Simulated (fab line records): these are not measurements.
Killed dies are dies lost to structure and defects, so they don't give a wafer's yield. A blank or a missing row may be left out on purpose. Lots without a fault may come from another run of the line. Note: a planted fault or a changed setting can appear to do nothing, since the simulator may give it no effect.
Code-filled problem report in 8D (eight disciplines) form | flow nandHarc | the parts of the form that need people (team, actions taken, sign-off) are left out

1. THE ISSUE
A mean of 96 is read at NHARC_END_SORT_01 for killedDies, taken on 1 wafer of 1 lot, against 26 (standard deviation 8.9) on wafers free of any fault. Measured from the usual mean, that is +7.9 standard deviations.
Earliest sighting: wafer L935.3 on prober-01 at day 22 21:08. The record holds 3 wafers of 1 lot with a number at this step. The rule behind "out" and "out of limits": a value lying over 4 standard deviations away from the usual mean. Any other wafer with a number is counted as sound.

2. WHAT IT IS, WHAT IT ISN'T
question                    | is                        | is not
which readings at this step | killedDies, killedAtArray | killedAtOther, killedAtPeriphery, killedOpen, killedShort
which lots                  | L935                      | -
which wafers of those lots  | L935.3                    | L935.1, L935.6
read on which gauges        | prober-01                 | -
when                        | from day 22 21:08         | up to then (1 sound wafer); but 1 sound wafer of L935 came after

3. SUSPECTS, AND WHAT RULES EACH OUT
Counting: a tool at a process step up to the reading stays a suspect if it ran every lot that is out. Sound lots after the first of them don't rule it out here, since some wafers of a struck lot are sound.
- the gauge at NHARC_END_SORT_01: kept. All the wafers that are out were read on prober-01, and no step on other tools shows them out.
- rieDiel-06 at NHARC_A_CONTACT_STRIP_104 (strips in CF4/CHF3): kept. It ran the lot that is out, L935 (day 19 17:50).
- rieDiel-08 at NHARC_HYBRID_BOND_ACTIVATE_00 (chemistry N2, time 60 s): kept. It ran the lot that is out, L935 (day 21 11:57).
- pvdSputter-01 at NHARC_THIN_TSV_PRE_CLEAN_54 (time 30 s): kept. It ran the lot that is out, L935 (day 22 05:30).
Left after counting: rieDiel-06 at NHARC_A_CONTACT_STRIP_104, rieDiel-08 at NHARC_HYBRID_BOND_ACTIVATE_00, pvdSputter-01 at NHARC_THIN_TSV_PRE_CLEAN_54, prober-01 at NHARC_END_SORT_01.

4. THE CAUSE (what the simulator had put in)
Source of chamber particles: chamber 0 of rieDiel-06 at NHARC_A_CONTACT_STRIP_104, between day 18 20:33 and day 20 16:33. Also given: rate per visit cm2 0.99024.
Of the 4 suspects that counting leaves, this tool is one.

5. SEQUENCE OF EFFECTS, ordered by route
Each row: a reading whose mean over the struck wafers that have a number lies more than 3 standard deviations from the usual. Only readings whose record carries a usual standard deviation are examined. hours: median over the lots of the time between each lot's start at the first step of this table that gives one and its start at this step. sigmas: the change, counted in usual standard deviations.
hours | step              | reading       | usual | on struck wafers | change | sigmas
0     | NHARC_END_SORT_01 | killedAtArray | 21    | 88               | +67    | +7.5
0     | NHARC_END_SORT_01 | killedDies    | 26    | 96               | +70    | +7.9

6. HOW IT WOULD HAVE BEEN CAUGHT EARLIER
Counted from the fault's start at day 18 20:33, it took 97 hours until the first out-of-limits reading at a measuring or inspecting step in this record, taken at day 22 21:08.
All the lots that are out (1) had begun NHARC_A_CONTACT_STRIP_104 on rieDiel-06 by day 22 21:08. Holding the tool at that point would not have protected any of them.
